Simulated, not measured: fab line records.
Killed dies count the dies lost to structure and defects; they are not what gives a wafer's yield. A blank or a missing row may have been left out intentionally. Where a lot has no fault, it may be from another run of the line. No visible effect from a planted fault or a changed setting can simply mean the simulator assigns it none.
fab line records | flow n5_finfet | part 2 of 2: steps 5 to 6 of 6
[record] lots = 22 | wafers = 66 | last_day = 19
route steps=1938 shown BEOL_M6@1210
lots that met no fault: from a run of the same line without faults
start_h: the number of hours between the record's first day and the start of the first shown wafer of the lot | wait_h: how many hours have passed since the lot's step before this one | " same as the row above | L1.1+2: one row covering several wafers at once | - no value, or no start given | * or withheld: withheld | < > ~ a bound
route shown NAME@n: names a module that has steps shown in the file, with the first one's number in the route | usual: the fault-free wafers' mean and standard deviation | same: alike in all rows | chamber/n: place in a boat | sites: readings site by site | _std_site: how widely they spread, as a standard deviation | _edge_site: the outer-site mean with the inner-site mean subtracted | radius_mm: how far each site lies from the wafer's centre | mask NAME#n: copy n | behind: the last tool/chamber to shape the wafer | hold: what put the lot on hold/how long, in hours/how the hold closed | device: the n, p or np transistor that did not switch | end of line: tests run on the same wafers once the route is complete | for a step that has no rows: nothing shown but its recipe | killed: dies lost to structure and defects at the first sort, not the wafer's yield | map: a wafer's dies, x killed, . not, _ none there
set.NAME: setting as actually run; set.NAME@STEP: the setting as run at that earlier step | model.NAME: the simulator's own value behind a step, which no gauge read
one table for each step of the route and one row for each wafer, over a sample of lots
services: from which hour (start_h, from the record's first day; less than 0 if before it) a tool's chamber was out of use, for how many hours, and why
[[steps]]
[step N5_BEOL_M6_STRIP_80]
[recipe] chemistry = N2/H2 | time_s = 10 | power_w = 450 | temp_c = 40 | pressure_mtorr = 20 | rf_frequency_hz = 6e+07 | bias_power_w = 7 | n2_flow_sccm = 200 | h2_flow_sccm = 200
[usual] bias_power_w = 7.001/0.019 | drypump_motor_current_A = 5.5/0.34 | oes_product_au = 0.75/0.069 | rf_vpp_V = 59.1/0.84 | showerhead_plenum_p_Torr = 2.52/0.08 | throttle_valve_pct = 23.8/0.3
lot.wafer | tool        | chamber | start_h | wait_h | bias_power_w | drypump_motor_current_A | oes_product_au | rf_hours_counter_h | rf_vpp_V | showerhead_plenum_p_Torr | throttle_valve_pct
L074.1    | rie_diel-06 | 2       | -       | -      | 6.998        | 5.1                     | 0.70           | 201                | 59.8     | 2.62                     | 23.6
L074.3    | "           | 3       | "       | "      | 6.994        | 5.9                     | 0.75           | 167                | 59.0     | 2.44                     | 24.0
L074.5    | "           | 3       | "       | "      | 7.029        | 5.9                     | 0.75           | -                  | 60.4     | 2.44                     | 24.0
L077.1    | rie_diel-06 | 3       | -       | -      | 7.013        | 5.9                     | 0.75           | 178                | 59.3     | 2.44                     | 24.0
L077.4    | "           | 2       | "       | "      | 7.005        | 5.1                     | 0.70           | -                  | 59.5     | 2.61                     | 23.6
L077.6    | "           | 0       | "       | "      | 6.952        | 5.2                     | 0.70           | -                  | 59.9     | 2.61                     | 23.8
L076.1    | rie_diel-01 | 0       | -       | -      | 7.012        | 5.7                     | 0.83           | 80                 | 58.7     | 2.57                     | 23.8
L076.4    | "           | 2       | "       | "      | 6.994        | 5.6                     | 0.80           | 106                | 58.2     | 2.56                     | 24.0
L076.6    | "           | 1       | "       | "      | 7.010        | 5.8                     | 0.90           | -                  | 59.8     | 2.57                     | 23.2
L075.2    | rie_diel-01 | 1       | -       | -      | 7.006        | 5.8                     | 0.88           | 38                 | 59.5     | 2.57                     | 23.2
L075.4    | "           | 0       | "       | "      | 6.992        | 5.7                     | 0.82           | 82                 | 59.5     | 2.57                     | 23.7
L075.6    | "           | 2       | "       | "      | 7.028        | 5.7                     | 0.78           | -                  | 60.1     | 2.56                     | 24.0
L078.2    | rie_diel-06 | 0       | -       | -      | 6.986        | 5.2                     | 0.69           | 221                | 58.7     | 2.61                     | 23.8
L078.4    | "           | 1       | "       | "      | 6.993        | 5.2                     | 0.97           | -                  | 59.2     | 2.49                     | 23.5
L078.6    | "           | 3       | "       | "      | 6.986        | 5.9                     | 0.74           | -                  | 59.2     | 2.43                     | 24.0
L080.1    | rie_diel-06 | 1       | -       | -      | 6.996        | 5.2                     | 0.94           | 18                 | 60.6     | 2.48                     | 23.5
L080.3    | "           | 3       | "       | "      | 7.018        | 5.9                     | 0.73           | 193                | 58.1     | 2.43                     | 24.0
L080.5    | "           | 0       | "       | "      | 7.013        | 5.2                     | 0.68           | -                  | 58.0     | 2.60                     | 23.8
L082.1    | rie_diel-01 | 3       | -       | -      | 6.999        | 5.7                     | 0.73           | 208                | 60.1     | 2.51                     | 23.8
L082.4    | "           | 0       | "       | "      | 7.012        | 5.8                     | 0.81           | 94                 | 60.0     | 2.56                     | 23.8
L082.5    | "           | 3       | "       | "      | 7.013        | 5.7                     | 0.72           | -                  | 59.1     | 2.51                     | 23.8
L081.1    | rie_diel-02 | 1       | -       | -      | 6.981        | 5.2                     | 0.75           | 168                | 60.9     | 2.54                     | 23.7
L081.2    | "           | 2       | "       | "      | 7.040        | 5.3                     | 0.70           | 223                | 58.2     | 2.39                     | 24.1
L081.6    | "           | 2       | "       | "      | 7.008        | 5.3                     | 0.70           | -                  | 57.9     | 2.39                     | 24.1
L085.2    | rie_diel-02 | 3       | -       | -      | 6.982        | 5.1                     | 0.72           | 212                | 59.4     | 2.63                     | 24.4
L085.5    | "           | 3       | "       | "      | 7.016        | 5.1                     | 0.72           | -                  | 59.7     | 2.63                     | 24.4
L085.6    | "           | 2       | "       | "      | 7.003        | 5.3                     | 0.69           | -                  | 57.7     | 2.39                     | 24.1
L084.2    | rie_diel-06 | 1       | -       | -      | 6.963        | 5.2                     | 0.92           | 30                 | 59.4     | 2.48                     | 23.5
L084.5    | "           | 3       | "       | "      | 7.020        | 5.9                     | 0.73           | -                  | 58.8     | 2.43                     | 24.1
L084.6    | "           | 0       | "       | "      | 6.979        | 5.2                     | 0.68           | -                  | 59.1     | 2.60                     | 23.8
L087.2    | rie_diel-02 | 2       | -       | -      | 7.019        | 5.3                     | 0.69           | 230                | 59.3     | 2.39                     | 24.1
L087.3    | "           | 3       | "       | "      | 7.003        | 5.1                     | 0.71           | 214                | 59.6     | 2.63                     | 24.4
L087.6    | "           | 2       | "       | "      | 7.010        | 5.3                     | 0.69           | -                  | 59.6     | 2.39                     | 24.1
L088.2    | rie_diel-06 | 3       | -       | -      | 7.005        | 5.9                     | 0.73           | 207                | 58.3     | 2.43                     | 24.1
L088.3    | "           | 2       | "       | "      | 6.984        | 5.1                     | 0.67           | 234                | 58.6     | 2.60                     | 23.6
L088.4    | "           | 0       | "       | "      | 7.035        | 5.2                     | 0.68           | 243                | 59.4     | 2.60                     | 23.8
L089.1    | rie_diel-02 | 2       | -       | -      | 7.003        | 5.3                     | 0.69           | 231                | 59.4     | 2.39                     | 24.1
L089.4    | "           | 3       | "       | "      | 7.028        | 5.1                     | 0.71           | 215                | 58.7     | 2.63                     | 24.4
L089.6    | "           | 2       | "       | "      | 7.023        | 5.3                     | 0.68           | -                  | 59.1     | 2.39                     | 24.1
L086.1    | rie_diel-06 | 1       | -       | -      | 6.980        | 5.2                     | 0.90           | 32                 | 58.5     | 2.48                     | 23.6
L086.3    | "           | 3       | "       | "      | 6.991        | 5.9                     | 0.71           | 207                | 57.8     | 2.43                     | 24.1
L086.5    | "           | 2       | "       | "      | 6.947        | 5.1                     | 0.67           | -                  | 58.4     | 2.60                     | 23.6
L090.3    | rie_diel-02 | 1       | -       | -      | 7.017        | 5.3                     | 0.74           | 181                | 60.1     | 2.53                     | 23.7
L090.4    | "           | 2       | "       | "      | 7.013        | 5.3                     | 0.69           | 235                | 60.5     | 2.39                     | 24.1
L090.6    | "           | 2       | "       | "      | 7.006        | 5.3                     | 0.68           | -                  | 58.9     | 2.38                     | 24.1
L091.2    | rie_diel-02 | 0       | -       | -      | 7.004        | 6.1                     | 0.73           | 197                | 59.0     | 2.41                     | 23.5
L091.5    | "           | 3       | "       | "      | 7.009        | 5.1                     | 0.71           | -                  | 59.3     | 2.63                     | 24.4
L091.6    | "           | 2       | "       | "      | 7.014        | 5.3                     | 0.68           | -                  | 58.0     | 2.38                     | 24.1
L092.3    | rie_diel-01 | 1       | -       | -      | 7.007        | 5.7                     | 0.84           | 72                 | 57.8     | 2.55                     | 23.3
L092.5    | "           | 3       | "       | "      | 6.982        | 5.7                     | 0.71           | -                  | 56.9     | 2.50                     | 23.8
L092.6    | "           | 0       | "       | "      | 7.044        | 5.8                     | 0.77           | -                  | 58.7     | 2.55                     | 23.8
L093.2    | rie_diel-01 | 3       | -       | -      | 6.996        | 5.7                     | 0.70           | 232                | 59.2     | 2.50                     | 23.8
L093.3    | "           | 0       | "       | "      | 6.975        | 5.8                     | 0.78           | 119                | 59.0     | 2.55                     | 23.8
L093.4    | "           | 2       | "       | "      | 7.007        | 5.7                     | 0.76           | 144                | 58.5     | 2.54                     | 24.0
L095.2    | rie_diel-06 | 3       | -       | -      | 6.993        | 5.9                     | 0.71           | 227                | 59.7     | 2.42                     | 24.1
L095.5    | "           | 3       | "       | "      | 6.962        | 5.9                     | 0.71           | -                  | 58.6     | 2.42                     | 24.1
L095.6    | "           | 1       | "       | "      | 7.026        | 5.2                     | 0.86           | -                  | 58.9     | 2.47                     | 23.6
L094.3    | rie_diel-02 | 3       | -       | -      | 6.990        | 5.1                     | 0.69           | 237                | 58.3     | 2.62                     | 24.4
L094.5    | "           | 0       | "       | "      | 6.998        | 6.1                     | 0.72           | -                  | 58.0     | 2.41                     | 23.6
L094.6    | "           | 1       | "       | "      | 6.978        | 5.2                     | 0.72           | -                  | 59.1     | 2.52                     | 23.7
L096.1    | rie_diel-01 | 1       | -       | -      | 6.997        | 5.8                     | 0.82           | 84                 | 58.9     | 2.55                     | 23.3
L096.2    | "           | 0       | "       | "      | 7.002        | 5.7                     | 0.78           | 128                | 59.5     | 2.55                     | 23.8
L096.5    | "           | 3       | "       | "      | 7.006        | 5.7                     | 0.71           | -                  | 59.0     | 2.49                     | 23.8
L097.3    | rie_diel-02 | 0       | -       | -      | 6.985        | 6.2                     | 0.72           | 222                | 57.5     | 2.40                     | 23.6
L097.4    | "           | 3       | "       | "      | 6.994        | 5.1                     | 0.69           | -                  | 58.8     | 2.62                     | 24.4
L097.5    | "           | 1       | "       | "      | 7.011        | 5.2                     | 0.72           | -                  | 59.1     | 2.52                     | 23.7
[step N5_BEOL_M6_DEGAS_44]
[recipe] ambient = vacuum | temp_c = 250 | time_s = 60
[usual] heater_power_w = 327/32
lot.wafer | tool           | chamber | start_h | wait_h | heater_power_w
L074.1    | pvd_sputter-03 | -       | 181.55  | 0.3    | 295
L074.3    | "              | -       | "       | "      | 319
L074.5    | "              | -       | "       | "      | 320
L077.1    | pvd_sputter-01 | -       | 202.74  | 0.7    | 323
L077.4    | "              | -       | "       | "      | 377
L077.6    | "              | -       | "       | "      | 326
L076.1    | pvd_sputter-03 | -       | 203.30  | 0.3    | 325
L076.4    | "              | -       | "       | "      | 331
L076.6    | "              | -       | "       | "      | 314
L075.2    | pvd_sputter-02 | -       | 212.96  | 0.2    | 304
L075.4    | "              | -       | "       | "      | 317
L075.6    | "              | -       | "       | "      | 303
L078.2    | pvd_sputter-01 | -       | 220.07  | 0.4    | 377
L078.4    | "              | -       | "       | "      | 329
L078.6    | "              | -       | "       | "      | 313
L080.1    | pvd_sputter-03 | -       | 244.17  | 0.6    | 317
L080.3    | "              | -       | "       | "      | 295
L080.5    | "              | -       | "       | "      | 311
L082.1    | pvd_sputter-01 | -       | 244.43  | 0.3    | 381
L082.4    | "              | -       | "       | "      | 316
L082.5    | "              | -       | "       | "      | 326
L081.1    | pvd_sputter-01 | -       | 248.54  | 0.3    | 317
L081.2    | "              | -       | "       | "      | 329
L081.6    | "              | -       | "       | "      | 335
L085.2    | pvd_sputter-01 | -       | 273.33  | 2.7    | 323
L085.5    | "              | -       | "       | "      | 314
L085.6    | "              | -       | "       | "      | 326
L084.2    | pvd_sputter-01 | -       | 275.27  | 0.8    | 370
L084.5    | "              | -       | "       | "      | 374
L084.6    | "              | -       | "       | "      | 308
L087.2    | pvd_sputter-01 | -       | 278.33  | 2.1    | 371
L087.3    | "              | -       | "       | "      | 388
L087.6    | "              | -       | "       | "      | 388
L088.2    | pvd_sputter-02 | -       | 279.99  | 0.5    | 329
L088.3    | "              | -       | "       | "      | 309
L088.4    | "              | -       | "       | "      | 295
L089.1    | pvd_sputter-02 | -       | 281.38  | 0.3    | 302
L089.4    | "              | -       | "       | "      | 389
L089.6    | "              | -       | "       | "      | 299
L086.1    | pvd_sputter-01 | -       | 283.36  | 2.0    | 320
L086.3    | "              | -       | "       | "      | 374
L086.5    | "              | -       | "       | "      | 315
L090.3    | pvd_sputter-01 | -       | 294.15  | 0.2    | 392
L090.4    | "              | -       | "       | "      | 384
L090.6    | "              | -       | "       | "      | 306
L091.2    | pvd_sputter-02 | -       | 301.67  | 0.4    | 309
L091.5    | "              | -       | "       | "      | 324
L091.6    | "              | -       | "       | "      | 385
L092.3    | pvd_sputter-02 | -       | 309.12  | 0.3    | 333
L092.5    | "              | -       | "       | "      | 399
L092.6    | "              | -       | "       | "      | 307
L093.2    | pvd_sputter-03 | -       | 316.42  | 0.2    | 291
L093.3    | "              | -       | "       | "      | 296
L093.4    | "              | -       | "       | "      | 317
L095.2    | pvd_sputter-03 | -       | 339.67  | 0.5    | 296
L095.5    | "              | -       | "       | "      | 302
L095.6    | "              | -       | "       | "      | 281
L094.3    | pvd_sputter-02 | -       | 341.63  | 0.5    | 322
L094.5    | "              | -       | "       | "      | 330
L094.6    | "              | -       | "       | "      | 291
L096.1    | pvd_sputter-02 | -       | 342.83  | 0.6    | 394
L096.2    | "              | -       | "       | "      | 326
L096.5    | "              | -       | "       | "      | 326
L097.3    | pvd_sputter-02 | -       | 365.32  | 0.2    | 297
L097.4    | "              | -       | "       | "      | 388
L097.5    | "              | -       | "       | "      | 292
[[services]]
tool        | chamber | start_h | hours | kind
rie_diel-02 | 2       | 173.19  | 5.9   | repair
rie_diel-06 | 1       | 176.21  | 35.1  | repair
rie_diel-02 | -       | 182.74  | 0.5   | repair
rie_diel-02 | 2       | 192.53  | 6.0   | repair
rie_diel-06 | 2       | 229.79  | 1.7   | repair
rie_diel-02 | 2       | 312.22  | 9.2   | repair
rie_diel-06 | 0       | 324.90  | 17.4  | repair
rie_diel-06 | 3       | 332.84  | 3.2   | repair
rie_diel-02 | 2       | 339.33  | -     | clean
rie_diel-02 | 2       | 339.33  | -     | consumable_replace:focus_ring
rie_diel-02 | 2       | 339.33  | -     | consumable_replace:showerhead
rie_diel-02 | 2       | 339.33  | 25.6  | scheduled_down
rie_diel-02 | 2       | 339.33  | 25.6  | vent_cycle
rie_diel-06 | 0       | 342.34  | -     | clean
rie_diel-06 | 0       | 342.34  | -     | consumable_replace:focus_ring
rie_diel-06 | 0       | 342.34  | 26.0  | scheduled_down
rie_diel-06 | 0       | 342.34  | 26.0  | vent_cycle
